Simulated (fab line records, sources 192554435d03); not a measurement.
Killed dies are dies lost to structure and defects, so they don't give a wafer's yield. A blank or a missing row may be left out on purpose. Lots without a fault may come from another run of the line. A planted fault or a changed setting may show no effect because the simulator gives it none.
One fault seen from 2 desks | flow n5_finfet | each desk has only its own numbers; what lay behind them comes last

THE METROLOGY DESK
What the gauges read, lot by lot, whatever tool the lot ran on: means of the sampled wafers that have a number. A lot is out of limits, marked OUT, if its mean lies more than 4 standard deviations from the usual mean; the brackets give that distance.
Columns: A = trench_depth_nm at N5_BEOL_M8_OCD_MEAS_38, usual 93.7 nm; B = M8_THK at N5_BEOL_M8_THK_MEAS_53, usual 79.8 nm
lot  | first seen here | A    | B
L824 | day 8 23:06     | 94.3 | 80.8
L826 | day 9 05:20     | 95.9 | 82.6
L829 | day 10 13:28    | 92.9 | 78.7
L828 | day 10 19:07    | 92.0 | 78.2
L836 | day 12 13:12    | 94.5 | 79.4
L837 | day 12 17:32    | 95.2 | 81.4
L839 | day 13 07:27    | 93.0 | 79.0
L842 | day 13 13:11    | 92.2 | 79.4
L840 | day 13 13:35    | 92.8 | 78.5
L841 | day 13 13:38    | 91.9 | 79.2
L844 | day 14 03:31    | 94.7 | 79.5
L845 | day 14 08:53    | 93.1 | 79.7
This desk's finding: nothing out of limits on any of the 12 lots.

THE TOOL OWNER'S DESK: pecvd-03
The tool's own readings at N5_BEOL_M8_PRE_CLEAN_55 (time 15 s): means of the sampled wafers that have a number, for each lot that ran on this tool. A lot is out of limits, marked OUT, if its mean lies more than 4 standard deviations from the usual mean; the brackets give that distance.
Columns: A = rf_fwd_power_W at N5_BEOL_M8_PRE_CLEAN_55, usual 294.5 W
lot  | first seen here | A
L826 | day 9 07:41     | 296.6
L829 | day 10 16:56    | 294.2
L828 | day 10 22:38    | 295.4
L836 | day 12 15:44    | 320.2 (+15) OUT
L837 | day 12 21:45    | 321.0 (+16) OUT
This desk's finding: out of limits on L836, L837; first on L836, day 12 15:44 (rf_fwd_power_W at N5_BEOL_M8_PRE_CLEAN_55). In limits: L826, L829, L828.

PUT TOGETHER
The tool owner's desk could have raised an alarm at day 12 15:44, on L836, L837.
The metrology desk saw nothing out of limits.
The metrology desk has L836, L837 on record, within its limits.
Of the lots named, all ran N5_BEOL_M8_PRE_CLEAN_55 on pecvd-03.

WHAT THE SIMULATOR HAD PUT IN
Process parameter drift: pecvd-03, from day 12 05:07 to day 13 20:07, at N5_BEOL_M8_PRE_CLEAN_55. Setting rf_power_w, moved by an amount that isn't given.
Lots struck among those shown: L836, L837.
Hours from the fault's start to each desk's first reading out of limits: the tool owner's desk, 11.
